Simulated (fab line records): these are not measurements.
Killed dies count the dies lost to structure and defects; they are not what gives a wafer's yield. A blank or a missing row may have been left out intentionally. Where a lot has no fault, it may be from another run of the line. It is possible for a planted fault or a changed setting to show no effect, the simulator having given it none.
The tool behind it: which one? | flow n5-finfet | Sampling: 24 lots, 72 wafers, 6 of 1938 route steps

## WHAT EACH GAUGE READ, for each wafer
N5_BEOL_M5_OCD_MEAS_38. Usual: trench-depth-nm 71.2 nm, standard deviation 1.3.
lot  | measured     | on     | trench-depth-nm (nm) | flag
L074 | day 8 04:24  | ocd-01 | 72.1 70.9 69.7       |
L076 | day 8 06:13  | ocd-01 | 70.4 71.1 70.1       |
L075 | day 8 12:07  | ocd-02 | 72.1 72.1 71.6       |
L077 | day 8 15:16  | ocd-01 | 72.4 70.6 71.7       |
L078 | day 8 17:28  | ocd-01 | 69.3 71.2 69.7       |
L079 | day 9 03:04  | ocd-02 | 72.5 69.5 70.6       |
L080 | day 9 16:04  | ocd-01 | 68.9 70.7 71.2       |
L082 | day 9 22:11  | ocd-02 | 70.0 71.4 70.6       |
L081 | day 9 22:46  | ocd-02 | 70.1 71.7 72.4       |
L083 | day 10 07:01 | ocd-02 | 72.4 70.4 72.0       |
L084 | day 10 19:02 | ocd-01 | 69.9 75.0 71.5       |
L085 | day 11 02:13 | ocd-01 | 71.6 71.0 71.1       |
L086 | day 11 05:37 | ocd-02 | 70.9 70.2 70.2       |
L087 | day 11 07:49 | ocd-02 | 69.0 70.6 71.2       |
L088 | day 11 11:38 | ocd-01 | 70.6 70.8 70.0       |
L089 | day 11 20:14 | ocd-01 | 71.5 71.0 70.1       |
L090 | day 12 05:14 | ocd-01 | 73.1 72.7 71.2       |
L091 | day 12 15:22 | ocd-01 | 70.3 69.9 72.0       |
L092 | day 12 17:11 | ocd-01 | 71.7 71.5 72.6       |
L093 | day 13 05:44 | ocd-01 | 71.9 69.9 68.9       |
L095 | day 13 14:38 | ocd-02 | 69.8 74.0 68.7       |
L096 | day 13 14:42 | ocd-01 | 73.1 72.4 70.4       |
L094 | day 13 19:41 | ocd-01 | 70.3 70.9 70.4       |
L097 | day 14 06:41 | ocd-02 | 71.6 71.3 71.3       |

## TOOL THAT RAN EACH LOT (tool first, then ch and the chambers of the sampled wafers, then the start)
lot  | N5_BEOL_M4_SPUTTER_48        | N5_BEOL_M4_ANNEAL_89         | N5_BEOL_M5_DESCUM_33               | N5_BEOL_M5_VIA_ETCH_34             | N5_BEOL_M5_ETCH_41
L074 | pvd-sputter-01, day 7 18:23  | pvd-sputter-01, day 7 19:20  | rie-diel-05 ch 1,2,3, day 8 03:59  | rie-diel-05 ch 1,2,3, day 8 04:10  | rie-diel-05 ch 1,2,3, day 8 04:24 or earlier
L076 | pvd-sputter-01, day 7 22:26  | pvd-sputter-01, day 7 23:24  | rie-diel-05 ch 1,2,3, day 8 05:47  | rie-diel-05 ch 1,2,3, day 8 05:58  | rie-diel-05 ch 1,2,3, day 8 06:13 or earlier
L075 | pvd-sputter-03, day 8 02:26  | pvd-sputter-03, day 8 03:24  | rie-diel-05 ch 0,1, day 8 11:42    | rie-diel-05 ch 0,1, day 8 11:53    | rie-diel-05 ch 0,1, day 8 12:07 or earlier
L077 | pvd-sputter-02, day 8 08:15  | pvd-sputter-02, day 8 09:13  | rie-diel-04 ch 0,2,3, day 8 14:50  | rie-diel-04 ch 0,2,3, day 8 15:01  | rie-diel-04 ch 0,2,3, day 8 15:16 or earlier
L078 | pvd-sputter-01, day 8 10:34  | pvd-sputter-01, day 8 11:32  | rie-diel-02 ch 0,2, day 8 17:02    | rie-diel-02 ch 0,2, day 8 17:13    | rie-diel-02 ch 0,2, day 8 17:28 or earlier
L079 | pvd-sputter-03, day 8 19:34  | pvd-sputter-03, day 8 20:31  | rie-diel-02 ch 1,2,3, day 9 02:39  | rie-diel-02 ch 1,2,3, day 9 02:50  | rie-diel-02 ch 1,2,3, day 9 03:04 or earlier
L080 | pvd-sputter-02, day 9 08:27  | pvd-sputter-02, day 9 09:25  | rie-diel-04 ch 2,3, day 9 15:39    | rie-diel-04 ch 2,3, day 9 15:50    | rie-diel-04 ch 2,3, day 9 16:04 or earlier
L082 | pvd-sputter-01, day 9 13:00  | pvd-sputter-01, day 9 13:58  | rie-diel-04 ch 1,2,3, day 9 21:46  | rie-diel-04 ch 1,2,3, day 9 21:56  | rie-diel-04 ch 1,2,3, day 9 22:11 or earlier
L081 | pvd-sputter-02, day 9 13:53  | pvd-sputter-02, day 9 14:50  | rie-diel-04 ch 1,2, day 9 22:21    | rie-diel-04 ch 1,2, day 9 22:32    | rie-diel-04 ch 1,2, day 9 22:46 or earlier
L083 | pvd-sputter-02, day 9 20:58  | pvd-sputter-02, day 9 21:55  | rie-diel-04 ch 0,3, day 10 06:35   | rie-diel-04 ch 0,3, day 10 06:46   | rie-diel-04 ch 0,3, day 10 07:01 or earlier
L084 | pvd-sputter-01, day 10 08:00 | pvd-sputter-01, day 10 08:58 | rie-diel-02 ch 0,1,2, day 10 18:37 | rie-diel-02 ch 0,1,2, day 10 18:47 | rie-diel-02 ch 0,1,2, day 10 19:02 or earlier
L085 | pvd-sputter-01, day 10 17:14 | pvd-sputter-01, day 10 18:12 | rie-diel-04 ch 0,2,3, day 11 01:47 | rie-diel-04 ch 0,2,3, day 11 01:58 | rie-diel-04 ch 0,2,3, day 11 02:13 or earlier
L086 | pvd-sputter-02, day 10 19:55 | pvd-sputter-02, day 10 20:52 | rie-diel-05 ch 2,3, day 11 05:11   | rie-diel-05 ch 2,3, day 11 05:22   | rie-diel-05 ch 2,3, day 11 05:37 or earlier
L087 | pvd-sputter-01, day 11 00:02 | pvd-sputter-01, day 11 01:00 | rie-diel-02 ch 1,2, day 11 07:24   | rie-diel-02 ch 1,2, day 11 07:35   | rie-diel-02 ch 1,2, day 11 07:49 or earlier
L088 | pvd-sputter-03, day 11 01:58 | pvd-sputter-03, day 11 02:55 | rie-diel-02 ch 1,3, day 11 11:13   | rie-diel-02 ch 1,3, day 11 11:23   | rie-diel-02 ch 1,3, day 11 11:38 or earlier
L089 | pvd-sputter-01, day 11 11:10 | pvd-sputter-01, day 11 12:08 | rie-diel-02 ch 1,2,3, day 11 19:49 | rie-diel-02 ch 1,2,3, day 11 20:01 | rie-diel-02 ch 1,2,3, day 11 20:14 or earlier
L090 | pvd-sputter-03, day 11 19:57 | pvd-sputter-03, day 11 20:55 | rie-diel-04 ch 0,1,3, day 12 04:49 | rie-diel-04 ch 0,1,3, day 12 04:59 | rie-diel-04 ch 0,1,3, day 12 05:14 or earlier
L091 | pvd-sputter-02, day 12 07:02 | pvd-sputter-02, day 12 08:07 | rie-diel-05 ch 0,2,3, day 12 14:56 | rie-diel-05 ch 0,2,3, day 12 15:07 | rie-diel-05 ch 0,2,3, day 12 15:22 or earlier
L092 | pvd-sputter-03, day 12 08:50 | pvd-sputter-03, day 12 09:47 | rie-diel-04 ch 0,3, day 12 16:46   | rie-diel-04 ch 0,3, day 12 16:56   | rie-diel-04 ch 0,3, day 12 17:11 or earlier
L093 | pvd-sputter-02, day 12 22:37 | pvd-sputter-02, day 12 23:34 | rie-diel-05 ch 0,2,3, day 13 05:19 | rie-diel-05 ch 0,2,3, day 13 05:30 | rie-diel-05 ch 0,2,3, day 13 05:44 or earlier
L095 | pvd-sputter-02, day 13 05:41 | pvd-sputter-02, day 13 06:39 | rie-diel-02 ch 0,1,3, day 13 14:13 | rie-diel-02 ch 0,1,3, day 13 14:23 | rie-diel-02 ch 0,1,3, day 13 14:38 or earlier
L096 | pvd-sputter-02, day 13 07:39 | pvd-sputter-02, day 13 08:37 | rie-diel-04 ch 0,1,3, day 13 14:17 | rie-diel-04 ch 0,1,3, day 13 14:28 | rie-diel-04 ch 0,1,3, day 13 14:42 or earlier
L094 | pvd-sputter-02, day 13 09:44 | pvd-sputter-02, day 13 10:41 | rie-diel-05 ch 1,3, day 13 19:16   | rie-diel-05 ch 1,3, day 13 19:26   | rie-diel-05 ch 1,3, day 13 19:41 or earlier
L097 | pvd-sputter-03, day 13 21:41 | pvd-sputter-03, day 13 22:39 | rie-diel-04 ch 0,3, day 14 06:16   | rie-diel-04 ch 0,3, day 14 06:27   | rie-diel-04 ch 0,3, day 14 06:41 or earlier
- N5_BEOL_M4_SPUTTER_48: material Cu, target thk 4.5 nm, time 8.29 s.
- N5_BEOL_M4_ANNEAL_89: time 240 s.
- N5_BEOL_M5_DESCUM_33: chemistry O2, time 7 s.
- N5_BEOL_M5_VIA_ETCH_34: etches SiCOH lowk in C4F6/O2, target depth 88.3 nm, time 39.2 s.
- N5_BEOL_M5_ETCH_41: etches SiCN in CH3F/O2, target depth 31.5 nm, time 56.7 s.

## AS READ BY THE TOOLS THEMSELVES (means over the sampled wafers that have a number; for cases with no such wafer, the mark the record gives instead)
N5_BEOL_M4_SPUTTER_48. Usual: susceptor-temp-C -20.01 C, standard deviation 0.11; throttle-valve-pct 29.8 %, standard deviation 0.92.
lot  | tool           | susceptor-temp-C (C) | throttle-valve-pct (%) | flag
L074 | pvd-sputter-01 | -19.95               | 29.9                   |
L076 | pvd-sputter-01 | -19.96               | 30.5                   |
L075 | pvd-sputter-03 | -20.00               | 28.9                   |
L077 | pvd-sputter-02 | -20.09               | 28.9                   |
L078 | pvd-sputter-01 | -20.06               | 30.3                   |
L079 | pvd-sputter-03 | -20.00               | 30.3                   |
L080 | pvd-sputter-02 | -20.08               | 29.1                   |
L082 | pvd-sputter-01 | -20.06               | 30.0                   |
L081 | pvd-sputter-02 | -20.00               | 29.4                   |
L083 | pvd-sputter-02 | -19.92               | 28.7                   |
L084 | pvd-sputter-01 | -20.02               | 30.4                   |
L085 | pvd-sputter-01 | -19.95               | 31.1                   |
L086 | pvd-sputter-02 | -20.06               | 29.0                   |
L087 | pvd-sputter-01 | -20.03               | 30.7                   |
L088 | pvd-sputter-03 | -19.92               | 30.9                   |
L089 | pvd-sputter-01 | -20.03               | 30.4                   |
L090 | pvd-sputter-03 | -19.98               | 29.3                   |
L091 | pvd-sputter-02 | -19.95               | 29.3                   |
L092 | pvd-sputter-03 | -20.02               | 30.1                   |
L093 | pvd-sputter-02 | -20.05               | 29.3                   |
L095 | pvd-sputter-02 | -19.93               | 29.0                   |
L096 | pvd-sputter-02 | -20.02               | 29.1                   |
L094 | pvd-sputter-02 | -20.05               | 29.1                   |
L097 | pvd-sputter-03 | -20.01               | 30.7                   |

N5_BEOL_M4_ANNEAL_89. Usual: heater-power-w 834 W, standard deviation 67; susceptor-temp-C 400.00 C, standard deviation 0.23.
lot  | tool           | heater-power-w (W) | susceptor-temp-C (C) | flag
L074 | pvd-sputter-01 | 845                | 399.90               |
L076 | pvd-sputter-01 | 795                | 399.90               |
L075 | pvd-sputter-03 | 825                | 400.04               |
L077 | pvd-sputter-02 | 809                | 400.12               |
L078 | pvd-sputter-01 | 802                | 399.85               |
L079 | pvd-sputter-03 | 790                | 400.14               |
L080 | pvd-sputter-02 | 844                | 399.93               |
L082 | pvd-sputter-01 | 859                | 400.05               |
L081 | pvd-sputter-02 | 858                | 399.98               |
L083 | pvd-sputter-02 | 864                | 399.94               |
L084 | pvd-sputter-01 | 791                | 400.00               |
L085 | pvd-sputter-01 | 836                | 400.16               |
L086 | pvd-sputter-02 | 796                | 400.19               |
L087 | pvd-sputter-01 | 763                | 400.26               |
L088 | pvd-sputter-03 | 820                | 400.05               |
L089 | pvd-sputter-01 | 801                | 400.04               |
L090 | pvd-sputter-03 | 810                | 399.67               |
L091 | pvd-sputter-02 | 871                | 399.86               |
L092 | pvd-sputter-03 | 784                | 400.04               |
L093 | pvd-sputter-02 | 829                | 400.06               |
L095 | pvd-sputter-02 | 855                | 399.90               |
L096 | pvd-sputter-02 | 867                | 400.26               |
L094 | pvd-sputter-02 | 862                | 399.85               |
L097 | pvd-sputter-03 | 821                | 400.12               |

N5_BEOL_M5_DESCUM_33. Usual: drypump-motor-current-A 5.8 A, standard deviation 0.52; oes-product-au 0.82 a.u., standard deviation 0.099; rf-vpp-V 243.6 V, standard deviation 1.3; showerhead-plenum-p-Torr 2.12 Torr, standard deviation 0.075; throttle-valve-pct 20.36 %, standard deviation 0.19.
lot  | tool        | drypump-motor-current-A (A) | oes-product-au (a.u.) | rf-vpp-V (V) | showerhead-plenum-p-Torr (Torr) | throttle-valve-pct (%) | flag
L074 | rie-diel-05 | 6.1                         | 0.83                  | 242.7        | 2.03                            | 20.35                  |
L076 | rie-diel-05 | 6.1                         | 0.83                  | 242.0        | 2.03                            | 20.36                  |
L075 | rie-diel-05 | 5.5                         | 0.73                  | 242.3        | 2.11                            | 20.33                  |
L077 | rie-diel-04 | 5.5                         | 0.77                  | 244.5        | 2.19                            | 20.49                  |
L078 | rie-diel-02 | 6.2                         | 0.78                  | 243.2        | 2.06                            | 20.60                  |
L079 | rie-diel-02 | 6.4                         | 0.86                  | 244.0        | 2.08                            | 20.45                  |
L080 | rie-diel-04 | 5.6                         | 0.76                  | 243.8        | 2.18                            | 20.38                  |
L082 | rie-diel-04 | 5.5                         | 0.76                  | 244.2        | 2.18                            | 20.30                  |
L081 | rie-diel-04 | 5.6                         | 0.68                  | 243.9        | 2.14                            | 20.41                  |
L083 | rie-diel-04 | 5.4                         | 0.96                  | 244.2        | 2.17                            | 20.42                  |
L084 | rie-diel-02 | 6.0                         | 0.91                  | 243.0        | 2.12                            | 20.33                  |
L085 | rie-diel-04 | 5.5                         | 0.84                  | 243.8        | 2.18                            | 20.41                  |
L086 | rie-diel-05 | 6.3                         | 0.81                  | 241.7        | 2.02                            | 20.38                  |
L087 | rie-diel-02 | 6.4                         | 0.86                  | 242.9        | 2.06                            | 20.41                  |
L088 | rie-diel-02 | 6.4                         | 0.81                  | 243.3        | 2.06                            | 20.41                  |
L089 | rie-diel-02 | 6.5                         | 0.83                  | 243.0        | 2.07                            | 20.48                  |
L090 | rie-diel-04 | 5.4                         | 0.91                  | 244.6        | 2.17                            | 20.22                  |
L091 | rie-diel-05 | 6.1                         | 0.77                  | 242.9        | 2.07                            | 20.41                  |
L092 | rie-diel-04 | 5.4                         | 0.89                  | 244.1        | 2.17                            | 20.44                  |
L093 | rie-diel-05 | 6.0                         | 0.76                  | 242.7        | 2.07                            | 20.41                  |
L095 | rie-diel-02 | 5.9                         | 0.84                  | 244.1        | 2.10                            | 20.30                  |
L096 | rie-diel-04 | 5.4                         | 0.89                  | 243.6        | 2.16                            | 20.24                  |
L094 | rie-diel-05 | 5.8                         | 0.75                  | 242.2        | 2.01                            | 20.38                  |
L097 | rie-diel-04 | 5.4                         | 0.87                  | 244.8        | 2.16                            | 20.46                  |

N5_BEOL_M5_VIA_ETCH_34. Usual: drypump-motor-current-A 5.8 A, standard deviation 0.52; oes-product-au 0.81 a.u., standard deviation 0.097; rf-vpp-V 660 V, standard deviation 9.7; showerhead-plenum-p-Torr 2.88 Torr, standard deviation 0.092; throttle-valve-pct 20.82 %, standard deviation 0.23.
lot  | tool        | drypump-motor-current-A (A) | oes-product-au (a.u.) | rf-vpp-V (V) | showerhead-plenum-p-Torr (Torr) | throttle-valve-pct (%) | flag
L074 | rie-diel-05 | 6.1                         | 0.83                  | 654          | 2.76                            | 20.75                  |
L076 | rie-diel-05 | 6.1                         | 0.83                  | 654          | 2.76                            | 20.77                  |
L075 | rie-diel-05 | 5.5                         | 0.73                  | 656          | 2.87                            | 20.77                  |
L077 | rie-diel-04 | 5.5                         | 0.76                  | 672          | 2.96                            | 20.91                  |
L078 | rie-diel-02 | 6.2                         | 0.77                  | 654          | 2.81                            | 21.07                  |
L079 | rie-diel-02 | 6.4                         | 0.83                  | 662          | 2.85                            | 21.01                  |
L080 | rie-diel-04 | 5.6                         | 0.76                  | 660          | 2.97                            | 20.80                  |
L082 | rie-diel-04 | 5.5                         | 0.76                  | 659          | 2.96                            | 20.76                  |
L081 | rie-diel-04 | 5.6                         | 0.68                  | 667          | 2.93                            | 20.95                  |
L083 | rie-diel-04 | 5.4                         | 0.95                  | 662          | 2.94                            | 20.81                  |
L084 | rie-diel-02 | 6.0                         | 0.90                  | 662          | 2.90                            | 20.86                  |
L085 | rie-diel-04 | 5.5                         | 0.84                  | 661          | 2.95                            | 20.83                  |
L086 | rie-diel-05 | 6.4                         | 0.80                  | 661          | 2.75                            | 20.78                  |
L087 | rie-diel-02 | 6.4                         | 0.84                  | 663          | 2.83                            | 21.01                  |
L088 | rie-diel-02 | 6.4                         | 0.79                  | 663          | 2.83                            | 20.98                  |
L089 | rie-diel-02 | 6.5                         | 0.80                  | 661          | 2.84                            | 21.06                  |
L090 | rie-diel-04 | 5.4                         | 0.91                  | 661          | 2.94                            | 20.67                  |
L091 | rie-diel-05 | 6.1                         | 0.77                  | 658          | 2.81                            | 20.81                  |
L092 | rie-diel-04 | 5.4                         | 0.88                  | 661          | 2.94                            | 20.83                  |
L093 | rie-diel-05 | 6.1                         | 0.76                  | 659          | 2.80                            | 20.82                  |
L095 | rie-diel-02 | 5.9                         | 0.84                  | 665          | 2.88                            | 20.83                  |
L096 | rie-diel-04 | 5.4                         | 0.89                  | 660          | 2.94                            | 20.70                  |
L094 | rie-diel-05 | 5.8                         | 0.74                  | 652          | 2.73                            | 20.78                  |
L097 | rie-diel-04 | 5.4                         | 0.88                  | 662          | 2.93                            | 20.85                  |

N5_BEOL_M5_ETCH_41. Usual: drypump-motor-current-A 5.8 A, standard deviation 0.52; oes-product-au 0.81 a.u., standard deviation 0.097; rf-vpp-V 297.8 V, standard deviation 1.6; showerhead-plenum-p-Torr 2.02 Torr, standard deviation 0.068; throttle-valve-pct 16.24 %, standard deviation 0.22.
lot  | tool        | drypump-motor-current-A (A) | oes-product-au (a.u.) | rf-vpp-V (V) | showerhead-plenum-p-Torr (Torr) | throttle-valve-pct (%) | flag
L074 | rie-diel-05 | 6.1                         | 0.82                  | 295.9        | 1.94                            | 16.19                  |
L076 | rie-diel-05 | 6.1                         | 0.82                  | 296.6        | 1.94                            | 16.20                  |
L075 | rie-diel-05 | 5.5                         | 0.72                  | 297.8        | 2.02                            | 16.25                  |
L077 | rie-diel-04 | 5.5                         | 0.76                  | 298.3        | 2.08                            | 16.36                  |
L078 | rie-diel-02 | 6.1                         | 0.78                  | 296.9        | 1.97                            | 16.51                  |
L079 | rie-diel-02 | 6.5                         | 0.84                  | 297.2        | 2.00                            | 16.40                  |
L080 | rie-diel-04 | 5.6                         | 0.76                  | 298.8        | 2.08                            | 16.24                  |
L082 | rie-diel-04 | 5.5                         | 0.76                  | 297.8        | 2.08                            | 16.22                  |
L081 | rie-diel-04 | 5.6                         | 0.68                  | 297.3        | 2.06                            | 16.40                  |
L083 | rie-diel-04 | 5.4                         | 0.96                  | 298.7        | 2.07                            | 16.19                  |
L084 | rie-diel-02 | 6.0                         | 0.91                  | 298.3        | 2.03                            | 16.24                  |
L085 | rie-diel-04 | 5.5                         | 0.83                  | 298.8        | 2.08                            | 16.24                  |
L086 | rie-diel-05 | 6.4                         | 0.81                  | 296.3        | 1.93                            | 16.23                  |
L087 | rie-diel-02 | 6.4                         | 0.85                  | 296.7        | 1.99                            | 16.35                  |
L088 | rie-diel-02 | 6.4                         | 0.79                  | 297.3        | 1.98                            | 16.38                  |
L089 | rie-diel-02 | 6.4                         | 0.80                  | 297.8        | 1.99                            | 16.43                  |
L090 | rie-diel-04 | 5.4                         | 0.91                  | 298.9        | 2.07                            | 16.07                  |
L091 | rie-diel-05 | 6.1                         | 0.77                  | 296.7        | 1.97                            | 16.26                  |
L092 | rie-diel-04 | 5.4                         | 0.90                  | 298.7        | 2.07                            | 16.23                  |
L093 | rie-diel-05 | 6.1                         | 0.76                  | 296.0        | 1.97                            | 16.27                  |
L095 | rie-diel-02 | 5.9                         | 0.85                  | 297.9        | 2.02                            | 16.23                  |
L096 | rie-diel-04 | 5.4                         | 0.88                  | 298.4        | 2.07                            | 16.09                  |
L094 | rie-diel-05 | 5.9                         | 0.75                  | 295.6        | 1.92                            | 16.26                  |
L097 | rie-diel-04 | 5.4                         | 0.87                  | 299.1        | 2.06                            | 16.26                  |

## THE ANSWER, worked out from the rows above alone
Rule: take the mean of a lot's wafers that have a number; if it is more than 3 standard deviations from the usual mean, the lot is off. Also off: a lot with no number at a reading for which 4 or more lots have one. All remaining lots with rows at the step are treated as sound. After the gauges, taken in route order, come the tools' own readings; for these a lot's mean is taken, as printed above. At the first step where some lot is off, the reading lying furthest off is the one used; lots without a number count as furthest.
None of the lots is off at any reading shown; this tells nothing.

## WHAT THE SIMULATOR PUT IN
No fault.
